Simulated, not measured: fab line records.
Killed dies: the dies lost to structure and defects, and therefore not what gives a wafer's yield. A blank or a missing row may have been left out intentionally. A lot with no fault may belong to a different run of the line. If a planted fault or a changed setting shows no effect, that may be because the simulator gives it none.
fab line records | flow n5-finfet
record lots=4 | wafers=12 | last-day=17
route steps=1938 shown BEOL_M3@970 BEOL_M4@1111 PASSIVATION@1936
lots that met no fault: from a run of the same line without faults
start-h: hours from the record's opening day to when the first of the lot's shown wafers began | wait-h: time in hours since the lot's previous step | " same as the row above | L1.1+2: one row covering several wafers at once | - no value present, or no start provided | * or withheld: withheld | < > ~ a bound
route shown NAME@n: names a module that has steps shown in the file, with the first one's number in the route | usual: mean/standard deviation taken from wafers without a fault | same: alike in all rows | chamber/n: place in a boat | sites: readings site by site | _std_site: their standard deviation | _edge_site: mean of outer sites minus mean of inner sites | radius-mm: for every site, how far away it sits from the centre of the wafer | mask NAME#n: copy n | behind: tool/chamber where the wafer was last shaped | hold: why the lot was held/for how many hours/how that ended | device: whichever transistor did not switch (one of n, p or np) | end of line: tests run on the same wafers once the route is complete | step lacking rows: just its recipe | killed: not the wafer's yield, but the dies lost to structure and defects at the first sort | map: dies across one wafer; x = killed, . = not, _ = none there
set.NAME: the setting as run; set.NAME@STEP: as run at that earlier step | model.NAME: the simulator's own value behind a step, which no gauge read
certain route steps with their lots: each step a table, each wafer a row
services: from which hour (start-h, from the record's first day; less than 0 if before it) a tool's chamber was out of use, for how many hours, and why
## steps
# step N5_BEOL_M3_ETCH_77
# recipe chemistry=N2/H2 | target=underlayer | target-depth-a=65 | mask-material=CAR-EUV | time-s=5.2 | ion-energy-ev=200 | pressure-mtorr=30 | source-w=840 | bias-w=150 | n2-flow-sccm=200 | h2-flow-sccm=200 | ends=cleared
# step N5_BEOL_M3_ETCH_69
# recipe chemistry=CF4 | target=SiARC | target-depth-a=156 | mask-material=CAR-EUV | time-s=26 | ion-energy-ev=80 | pressure-mtorr=40 | source-w=545 | bias-w=36 | Ar_flow_sccm=100 | cf4-flow-sccm=100 | ends=cleared
# step N5_BEOL_M3_ALD_98
# recipe material=SiO2 | target-thk-a=25 | temp-c=100 | ald-precursor-family=BDEAS | ald-co-reactant=O2-plasma | pulse-time-s=1 | co-reactant-pulse-time-s=1 | purge-time-s=2 | co-reactant-purge-time-s=2 | ald-cycles=17 | pressure-torr=2
# step N5_BEOL_M3_ETCHBACK_99
# recipe chemistry=CHF3 | target=SiO2 | target-depth-a=50 | time-s=10.4 | source-w=215 | bias-w=47 | Ar_flow_sccm=200 | CHF3_flow_sccm=12 | ion-energy-ev=100 | pressure-mtorr=30
# step N5_BEOL_M3_ETCH_70
# recipe chemistry=N2/H2 | target=SOC | target-depth-a=800 | overetch-a=160 | mask-material=SiARC | temp-c=40 | time-s=120 | ion-energy-ev=200 | pressure-mtorr=30 | source-w=840 | bias-w=150 | n2-flow-sccm=200 | h2-flow-sccm=200
# step N5_BEOL_M3_STRIP_71
# recipe chemistry=N2/H2 | temp-c=40 | n2-flow-sccm=200 | h2-flow-sccm=200 | rf-frequency-hz=6e+07
# step N5_BEOL_M3_STRIP_78
# recipe chemistry=N2/H2 | temp-c=40 | n2-flow-sccm=200 | h2-flow-sccm=200 | rf-frequency-hz=6e+07
# step N5_BEOL_M3_VIA_ETCH_34
# recipe chemistry=C4F6/O2 | target-depth-a=694 | mask-material=SOC | pressure-mtorr=15 | ion-energy-ev=250 | taper-deg=4 | time-s=65.9 | source-w=350 | bias-w=170 | Ar_flow_sccm=300 | C4F6_flow_sccm=10 | O2_flow_sccm=10
# step N5_BEOL_M3_STRIP_83
# recipe chemistry=C4F6/O2 | resist=SiARC | rf-frequency-hz=6e+07
# step N5_BEOL_M3_STRIP_36
# recipe chemistry=N2/H2 | power-w=450 | temp-c=40 | pressure-mtorr=20 | rf-frequency-hz=6e+07 | overash-fraction=0.3 | bias-power-w=7 | h2-frac=0.5 | n2-flow-sccm=200 | h2-flow-sccm=200
# step N5_BEOL_M3_TRENCH_ETCH_37
# recipe chemistry=C4F6/O2 | target-depth-a=555.55 | target=SiOC | time-s=29.2 | ion-energy-ev=250 | pressure-mtorr=30 | source-w=355 | bias-w=185 | Ar_flow_sccm=300 | C4F6_flow_sccm=10 | O2_flow_sccm=10
# step N5_BEOL_M3_ETCH_41
# recipe chemistry=CH3F/O2 | target=SiCN | target-depth-a=299 | taper-deg=2 | time-s=52.5 | ion-energy-ev=120 | mask-material=TiN | pressure-mtorr=30 | source-w=395 | bias-w=75 | Ar_flow_sccm=150 | CH3F_flow_sccm=30 | O2_flow_sccm=20
# step N5_BEOL_M3_STRIP_97
# recipe chemistry=N2/H2 | time-s=10 | power-w=450 | temp-c=40 | pressure-mtorr=20 | rf-frequency-hz=6e+07 | bias-power-w=7 | n2-flow-sccm=200 | h2-flow-sccm=200
# usual bias-power-w=7.000/0.02 | chamber-pressure-mTorr=19.999/0.018 | drypump-motor-current-A=5.9/0.38 | oes-product-au=0.73/0.066 | rf-vpp-V=59.0/0.89 | showerhead-plenum-p-Torr=2.50/0.095 | throttle-valve-pct=23.7/0.38
lot.wafer | tool        | chamber | start-h | wait-h | bias-power-w | chamber-pressure-mTorr | drypump-motor-current-A | oes-product-au | rf-hours-counter-h | rf-vpp-V | showerhead-plenum-p-Torr | throttle-valve-pct
L279.3    | rie-diel-01 | 0       | 259.21  | -      | -            | -                      | -                       | -              | -                  | -        | -                        | -
L279.5    | "           | 1       | "       | "      | -            | -                      | -                       | -              | -                  | -        | -                        | -
L279.6    | "           | 2       | "       | "      | -            | -                      | -                       | -              | -                  | -        | -                        | -
L281.1    | rie-diel-01 | 0       | 264.93  | -      | -            | -                      | -                       | -              | -                  | -        | -                        | -
L281.4    | "           | 1       | "       | "      | -            | -                      | -                       | -              | -                  | -        | -                        | -
L281.6    | "           | 1       | "       | "      | -            | -                      | -                       | -              | -                  | -        | -                        | -
L285.1    | rie-diel-01 | 3       | 282.53  | -      | 7.018        | 20.002                 | 5.6                     | 0.69           | 222                | 58.3     | 2.61                     | 23.8
L285.2    | "           | 1       | "       | "      | 7.021        | 19.970                 | 6.1                     | 0.69           | 244                | 58.3     | 2.48                     | 23.9
L285.6    | "           | 1       | "       | "      | 6.989        | 19.978                 | 6.1                     | 0.70           | -                  | 59.2     | 2.49                     | 23.9
L286.1    | rie-diel-05 | 0       | 286.18  | -      | 7.022        | 19.973                 | 6.5                     | 0.88           | 26                 | 59.8     | 2.71                     | 24.0
L286.2    | "           | 2       | "       | "      | 7.004        | 19.986                 | 6.2                     | 0.95           | 4                  | 58.8     | 2.70                     | 22.8
L286.4    | "           | 1       | "       | "      | 6.978        | 20.032                 | 6.0                     | 0.71           | 200                | 58.2     | 2.51                     | 23.3
# step N5_BEOL_M3_HM_STRIP_39
# recipe chemistry=peroxide-tin-strip | material=TiN | target-depth-a=250 | temp-c=50 | time-s=158
# step N5_BEOL_M3_SRD_40
# recipe time-s=30 | temp-c=23 | rinse-liquid=diw | dry=ipa-marangoni
# step N5_BEOL_M3_PRECLEAN_42
# recipe chemistry=residue-remover | time-s=60 | temp-c=40
# step N5_BEOL_M3_SRD_43
# recipe time-s=30 | temp-c=23 | rinse-liquid=diw | dry=ipa-marangoni
# step N5_BEOL_M3_DEGAS_44
# recipe ambient=vacuum | temp-c=250 | time-s=60
# step N5_BEOL_M3_PRE_CLEAN_45
# recipe gas=H2/He | time-s=30 | temp-c=250
# step N5_BEOL_M3_ALD_84
# recipe material=TaN | target-thk-a=* | temp-c=275 | ald-precursor-family=PDMAT | ald-co-reactant=NH3 | pressure-torr=3 | carrier-flow-sccm=1500 | pulse-time-s=2 | purge-time-s=3 | co-reactant-purge-time-s=2 | co-reactant-pulse-time-s=3 | ald-cycles=30 | precursor-vessel-temp-c=75 | precursor-vessel-pressure-torr=26.25 | precursor-vessel-carrier-sccm=1000
# step N5_BEOL_M3_SURFACE_TREAT_85
# recipe gas=Ar | time-s=* | ion-energy-ev=* | ion-current-ma-cm2=0.5 | pressure-mtorr=* | ar-flow-sccm=30
# step N5_BEOL_M3_CVD_47
# recipe material=Co | target-thk-a=30 | temp-c=withheld | precursor=CCTBA/H2 | pressure-torr=30 | time-s=223.8
# step N5_BEOL_M3_SPUTTER_48
# recipe material=Cu | target-thk-a=45 | temp-c=-20 | chamber-pressure-pa=0.07 | power-w=withheld | time-s=8.29
# step N5_BEOL_M3_ANNEAL_49
# recipe temp-c=400 | time-s=240 | ambient=vacuum
# step N5_BEOL_M3_SPUTTER_79
# recipe material=Cu | target-thk-a=45 | temp-c=-20 | chamber-pressure-pa=0.07 | power-w=withheld | time-s=8.29
# step N5_BEOL_M3_ANNEAL_80
# recipe temp-c=400 | time-s=240 | ambient=vacuum
# step N5_BEOL_M3_SPUTTER_81
# recipe material=Cu | target-thk-a=45 | temp-c=-20 | chamber-pressure-pa=0.07 | power-w=withheld | time-s=8.29
# step N5_BEOL_M3_ANNEAL_82
# recipe temp-c=400 | time-s=240 | ambient=vacuum
# step N5_BEOL_M3_SPUTTER_86
# recipe material=Cu | target-thk-a=45 | temp-c=-20 | chamber-pressure-pa=0.07 | power-w=withheld | time-s=8.29
# step N5_BEOL_M3_ANNEAL_87
# recipe temp-c=400 | time-s=240 | ambient=vacuum
# step N5_BEOL_M3_SPUTTER_88
# recipe material=Cu | target-thk-a=45 | temp-c=-20 | chamber-pressure-pa=0.07 | power-w=withheld | time-s=8.29
# step N5_BEOL_M3_ANNEAL_89
# recipe temp-c=400 | time-s=240 | ambient=vacuum
# step N5_BEOL_M3_SPUTTER_90
# recipe material=Cu | target-thk-a=45 | temp-c=-20 | chamber-pressure-pa=0.07 | power-w=withheld | time-s=8.29
# step N5_BEOL_M3_ANNEAL_91
# recipe temp-c=400 | time-s=240 | ambient=vacuum
# step N5_BEOL_M3_SPUTTER_92
# recipe material=Cu | target-thk-a=45 | temp-c=-20 | chamber-pressure-pa=0.07 | power-w=withheld | time-s=8.29
# step N5_BEOL_M3_ANNEAL_93
# recipe temp-c=400 | time-s=240 | ambient=vacuum
# step N5_BEOL_M3_SPUTTER_94
# recipe material=Cu | target-thk-a=45 | temp-c=-20 | chamber-pressure-pa=0.07 | power-w=withheld | time-s=8.29
# step N5_BEOL_M3_ANNEAL_95
# recipe temp-c=400 | time-s=240 | ambient=vacuum
# step N5_BEOL_M3_SPUTTER_96
# recipe material=Cu | target-thk-a=45 | temp-c=-20 | chamber-pressure-pa=0.07 | power-w=withheld | time-s=8.29
# step N5_BEOL_M3_ECD_50
# recipe material=Cu | target-thk-a=3000
# step N5_BEOL_M4_RC_MEAS_101
# usual DIBL_N=36.0/1.7 | DIBL_P=35.8/2 | IOFF_N=0.15/0.03 | IOFF_P=0.20/0.037 | ION_N=670/12 | ION_P=460/7.2 | SS_N=71.5/0.68 | SS_P=73.2/0.65 | VT_N=250/3.1 | VT_P=-251/3.4
lot.wafer | tool      | chamber | start-h | wait-h | DIBL_N[mV/V] | DIBL_P[mV/V] | IOFF_N[nA/um] | IOFF_P[nA/um] | ION_N[uA/um] | ION_P[uA/um] | SS_N[mV/dec] | SS_P[mV/dec] | VT_N[mV] | VT_P[mV]
L281.1    | prober-02 | 0       | 281.94  | 0.0    | 33.0         | 31.7         | 0.11          | 0.16          | 661          | 464          | 70.7         | 71.9         | 253      | -251
L281.4    | "         | 0       | "       | "      | 34.2         | 32.2         | 0.12          | 0.16          | 659          | 452          | 70.9         | 72.3         | 256      | -252
L281.6    | "         | 0       | "       | "      | 34.5         | 33.0         | 0.12          | 0.18          | 661          | 463          | 71.3         | 72.0         | 254      | -250
L279.3    | prober-01 | 0       | 281.96  | 0.3    | 34.1         | 33.9         | 0.12          | 0.18          | 660          | 455          | 71.3         | 72.6         | 256      | -253
L279.5    | "         | 0       | "       | "      | 36.1         | 34.5         | 0.15          | 0.19          | 652          | 450          | 72.0         | 73.0         | 251      | -251
L279.6    | "         | 0       | "       | "      | 34.4         | 34.4         | 0.14          | 0.19          | 680          | 468          | 70.8         | 73.3         | 250      | -251
L285.1    | prober-01 | 0       | 297.97  | 0.0    | 35.7         | 36.3         | 0.14          | 0.18          | 681          | 469          | 70.6         | 73.5         | 251      | -254
L285.2    | "         | 0       | "       | "      | 31.8         | 31.9         | 0.10          | 0.13          | 645          | 445          | 70.0         | 72.4         | 259      | -258
L285.6    | "         | 0       | "       | "      | 35.0         | 35.2         | 0.14          | 0.17          | 655          | 452          | 71.1         | 73.4         | 252      | -255
L286.1    | prober-02 | 0       | 305.10  | 0.0    | 36.5         | 36.3         | 0.16          | 0.22          | 680          | 466          | 71.0         | 73.4         | 249      | -250
L286.2    | "         | 0       | "       | "      | 39.0         | 38.8         | 0.23          | 0.27          | 699          | 471          | 71.5         | 74.2         | 242      | -246
L286.4    | "         | 0       | "       | "      | 38.6         | 38.2         | 0.20          | 0.26          | 688          | 468          | 71.6         | 74.0         | 245      | -246
# step N5_PASSIVATION_PROBE_49
# usual defect-limited-yield=91.4/1.5 | killed_at_M0_to_M3=32/9.8 | killed_at_M4_up=15/5.6 | killed-at-contacts=12/5.4 | killed-at-front-end=40/13 | killed-at-other=3.0/2.1 | killed-dies=102/17 | killed-open=67/13 | killed-short=32/7.1 | sort_bin_5_function=5.1/0.96 | sort_bin_6_memory=3.2/0.7 | sort-n-pass=1078/18 | sort-yield-pct=91.3/1.5
# same gross-dies=1180 | killed-at-back-side=0 | sort_bin_4_leakage[%]=0 | sort_bin_8_speed[%]=0
lot.wafer | tool      | chamber | start-h | wait-h | defect-limited-yield[%] | killed_at_M0_to_M3 | killed_at_M4_up | killed-at-contacts | killed-at-front-end | killed-at-other | killed-dies | killed-open | killed-short | sort_bin_5_function[%] | sort_bin_6_memory[%] | sort-n-pass | sort-yield-pct[%]
L279.3    | prober-02 | -       | 384.48  | 0.1    | 83.5                    | 115                | 13              | 16                 | 45                  | 6               | 195         | 145         | 48           | 9.7                    | 6.4                  | 985         | 83.5
L279.5    | prober-02 | -       | 384.58  | 0.2    | 85.1                    | 100                | 19              | 10                 | 44                  | 3               | 176         | 129         | 38           | 9.0                    | 5.0                  | 1004        | 85.1
L279.6    | prober-02 | -       | 384.63  | 0.3    | 83.8                    | 115                | 26              | 16                 | 33                  | 1               | 191         | 140         | 50           | 11.1                   | 4.7                  | 989         | 83.8
L281.1    | prober-02 | -       | 393.83  | 0.0    | 85.8                    | 114                | 12              | 13                 | 26                  | 3               | 168         | 128         | 36           | 8.2                    | 5.3                  | 1012        | 85.8
L281.4    | prober-02 | -       | 393.98  | 0.2    | 87.5                    | 103                | 10              | 8                  | 23                  | 3               | 147         | 109         | 36           | 7.8                    | 4.2                  | 1033        | 87.5
L281.6    | prober-02 | -       | 394.08  | 0.3    | 86.5                    | 100                | 13              | 14                 | 29                  | 3               | 159         | 116         | 37           | 7.7                    | 4.8                  | 1021        | 86.5
L285.1    | prober-02 | -       | 408.83  | 0.0    | 91.4                    | 46                 | 7               | 14                 | 32                  | 3               | 102         | 59          | 38           | 4.6                    | 3.1                  | 1078        | 91.4
L285.2    | prober-02 | -       | 408.88  | 0.1    | 90.5                    | 37                 | 9               | 6                  | 52                  | 8               | 112         | 75          | 35           | 5.3                    | 3.7                  | 1068        | 90.5
L285.6    | prober-02 | -       | 409.08  | 0.3    | 91.1                    | 34                 | 22              | 6                  | 37                  | 6               | 105         | 68          | 36           | 5.0                    | 3.4                  | 1075        | 91.1
L286.1    | prober-01 | -       | 413.58  | 0.0    | 91.3                    | 33                 | 12              | 16                 | 39                  | 3               | 103         | 66          | 33           | 5.0                    | 2.7                  | 1077        | 91.3
L286.2    | prober-01 | -       | 413.63  | 0.1    | 94.6                    | 21                 | 7               | 6                  | 27                  | 3               | 64          | 33          | 31           | 2.8                    | 2.3                  | 1116        | 94.6
L286.4    | prober-01 | -       | 413.73  | 0.2    | 91.3                    | 27                 | 8               | 19                 | 46                  | 3               | 103         | 64          | 36           | 5.3                    | 3.2                  | 1077        | 91.3
# killed by level:class
L279.3 BEOL_M3:geometric-particle:open=73 BEOL_M3:geometric-particle:short=13 MOL_CONTACT_COAG:geometric-particle:open=12 STI_FIN_REVEAL:geometric-particle:open=10 BEOL_M4:geometric-particle:open=9 DUMMY_GATE:geometric-particle:open=8 BEOL_M2:geometric-particle:open=7 FIN_SAQP:geometric-particle:short=6
L279.5 BEOL_M3:geometric-particle:open=65 BEOL_M3:geometric-particle:short=17 BEOL_M4:geometric-particle:open=14 STI_FIN_REVEAL:geometric-particle:open=13 MOL_CONTACT_COAG:geometric-particle:open=10 DUMMY_GATE:geometric-particle:open=9 BEOL_M0_SAQP:geometric-particle:short=7 HKMG_FIN:area-etch=6
L279.6 BEOL_M3:geometric-particle:open=66 BEOL_M3:geometric-particle:short=21 BEOL_M4:geometric-particle:open=19 MOL_CONTACT_COAG:geometric-particle:open=12 BEOL_M0_SAQP:geometric-particle:open=9 STI_FIN_REVEAL:geometric-particle:open=9 BEOL_M0_SAQP:geometric-particle:short=7 BEOL_M1:geometric-particle:open=5
L281.1 BEOL_M3:geometric-particle:open=75 BEOL_M3:geometric-particle:short=13 BEOL_M2:geometric-particle:open=10 MOL_CONTACT_COAG:geometric-particle:open=8 BEOL_M1:geometric-particle:open=6 STI_FIN_REVEAL:geometric-particle:open=5 MOL_CONTACT_COAG:geometric-particle:short=5 ILD0:geometric-particle:open=4
L281.4 BEOL_M3:geometric-particle:open=61 BEOL_M3:geometric-particle:short=22 BEOL_M2:geometric-particle:open=11 MOL_CONTACT_COAG:geometric-particle:open=7 DUMMY_GATE:geometric-particle:open=5 BEOL_M5:geometric-particle:open=5 FIN_SAQP:geometric-particle:open=4 STI_FIN_REVEAL:geometric-particle:open=3
L281.6 BEOL_M3:geometric-particle:open=64 MOL_CONTACT_COAG:geometric-particle:open=14 BEOL_M2:geometric-particle:open=9 BEOL_M3:geometric-particle:short=8 FIN_SAQP:geometric-particle:short=7 BEOL_M0_SAQP:geometric-particle:short=5 BEOL_M2:geometric-particle:short=5 STI_FIN_REVEAL:geometric-particle:open=4
L285.1 BEOL_M0_SAQP:geometric-particle:short=10 MOL_CONTACT_COAG:geometric-particle:open=9 BEOL_M3:geometric-particle:open=9 BEOL_M0_SAQP:geometric-particle:open=8 GATE_CUT:geometric-particle:open=5 MOL_CONTACT_COAG:geometric-particle:short=5 BEOL_M1:geometric-particle:open=5 STARTING-WAFER:geometric-particle:short=5
L285.2 STI_FIN_REVEAL:geometric-particle:open=17 BEOL_M3:geometric-particle:open=10 FIN_SAQP:geometric-particle:open=7 BEOL_M0_SAQP:geometric-particle:open=7 BEOL_M0_SAQP:geometric-particle:short=7 ILD0:geometric-particle:open=6 STI_FIN_REVEAL:geometric-particle:short=5 BEOL_M0:geometric-particle:open=5
L285.6 BEOL_M0_SAQP:geometric-particle:open=13 BEOL_M4:geometric-particle:open=12 BEOL_M0_SAQP:geometric-particle:short=8 STI_FIN_REVEAL:geometric-particle:open=7 GATE_CUT:geometric-particle:short=6 MOL_CONTACT_COAG:geometric-particle:open=6 ILD0:geometric-particle:short=4 BEOL_M3:geometric-particle:open=4
L286.1 BEOL_M0_SAQP:geometric-particle:open=15 MOL_CONTACT_COAG:geometric-particle:open=13 BEOL_M0_SAQP:geometric-particle:short=12 BEOL_M4:geometric-particle:open=10 FIN_SAQP:geometric-particle:open=7 FIN_SAQP:geometric-particle:short=5 DUMMY_GATE:geometric-particle:open=5 STI_FIN_REVEAL:geometric-particle:open=4
L286.2 BEOL_M0_SAQP:geometric-particle:short=13 FIN_SAQP:geometric-particle:open=4 DUMMY_GATE:geometric-particle:open=4 DUMMY_GATE:geometric-particle:short=3 MOL_CONTACT_COAG:geometric-particle:short=3 MOL_CONTACT_COAG:geometric-particle:open=3 BEOL_M0_SAQP:geometric-particle:open=3 FIN_SAQP:geometric-particle:short=2
L286.4 MOL_CONTACT_COAG:geometric-particle:open=16 BEOL_M0_SAQP:geometric-particle:open=14 BEOL_M0_SAQP:geometric-particle:short=11 DUMMY_GATE:geometric-particle:open=9 STI_FIN_REVEAL:geometric-particle:open=8 FIN_SAQP:geometric-particle:open=6 BEOL_M4:geometric-particle:short=3 DUMMY_GATE:geometric-particle:short=3
# map L279.3 (x killed, . not)
_________________.x.x.....x..________________
______________.......x.x.xxx...._____________
___________..x.......x.............__________
__________..........x..xx...x...x..._________
________...x........x..x..x..........._______
_______....x........x..x.x..x....x..x..______
______x........xx........x.x............_____
_____........x...........xxx..........xx.____
____...x.........xx.........x....xxx...x..___
___.....x..xxx.......x.x....x..x...........__
___........x..x........x...x.......x...x...__
__..........x........x......x..x..x........x_
__x.x............xxx.......x........x..x...._
_.............x..........x.......x.x.x.......
_x.x.......x..x........x.....................
_...x.x....x.....x.x.....................x..x
_............xx............x....x............
_..x.....xx...xx.x....x.x.x.x.............x..
_....x.x.............x....x.....xxx..........
_..x..x.x.....x..x..x.x.x.x.......x......x...
_.....x......x................x............x.
__.....x.........xxx............xx..x.x....._
__..........x......x....x................x.._
___.....x....x....x.x.....x....x...........__
___.....x..x.......x.x..x.......x.......x..__
____x...........x...........xx.x.........x___
_____...........x......xx..x..x..........____
______x..x......x....x...x...xx....x...._____
_______......x......xx..............x..______
________..x...........x..xx.....x....._______
__________xx..x...................x._________
___________.......x...x....x.......__________
______________x.xx......x.x....._____________
_________________x.....xx....________________
# map L281.1 (x killed, . not)
_________________...x....x...________________
______________.............xx..._____________
___________.....xxx.x........x.....__________
__________........................x._________
________..............x...........x..._______
_______xx...............x..x...x.......______
______..xx...x.x...x......xxx..........._____
_____........x..........................x____
____xx....x...............................___
___..xx....x...x..x..................x.....__
___........x.x...............x.x.......x...__
__x.............x...x.x........x.xx........._
__.x.......................xx.x..x.x..x....._
_.......x..xx..x.................x.xx........
_..........x..x...x.....x...................x
_x.x.........x..x....x...x...........x......x
_xx....x.....x...xx....xxx..................x
_.......x...x.....x....x.......x...........xx
_...x....x...............x.....x.......x.....
_......xx.x.............x...................x
_x..x.....x.xx.............x.x..........x....
__.....x.x.x............x.x................._
__......xx.xx.x....x....x...x.......x.x....._
___....x...x.......x...x...x.xx.......x....__
___......x..x.x.......x..........x.........__
____....x...x..........x...x..............___
_____....................................____
______....x....x...........x..........xx_____
_______........x.........x.....x.......______
________.x.x..x.........x............._______
__________..........x.......x.....x._________
___________.xxx........x....x......__________
______________x.x...........xx.._____________
_________________........x..x________________
## services
tool        | chamber | start-h | hours | kind
rie-diel-05 | 1       | 244.64  | 5.5   | repair
rie-diel-01 | 0       | 249.43  | 3.8   | repair
rie-diel-05 | 2       | 250.16  | -     | clean
rie-diel-05 | 2       | 250.16  | -     | consumable-replace:focus-ring
rie-diel-05 | 2       | 250.16  | -     | consumable-replace:showerhead
rie-diel-05 | 2       | 250.16  | 21.8  | scheduled-down
rie-diel-05 | 2       | 250.16  | 21.8  | vent-cycle
rie-diel-01 | 2       | 265.90  | 16.8  | repair
## key
first-sign step=N5_BEOL_M3_STRIP_97 | reading=tool-record | direction=missing
effect step=N5_PASSIVATION_PROBE_49 | reading=killed_at_M0_to_M3 | direction=up | sigmas=7.7 | usual=32 | struck=108
more-kills-born-at N5_BEOL_M3_STRIP_97@rie-diel-01=453
met-at N5_BEOL_M3_STRIP_97
struck-wafers L279.3,L279.5,L279.6,L281.1,L281.4,L281.6
fault kind=skipped-step-whole | tool=rie-diel-01 | chamber=- | onset-h=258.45 | steps=N5_BEOL_M3_STRIP_97 | scope=struck-lots-only
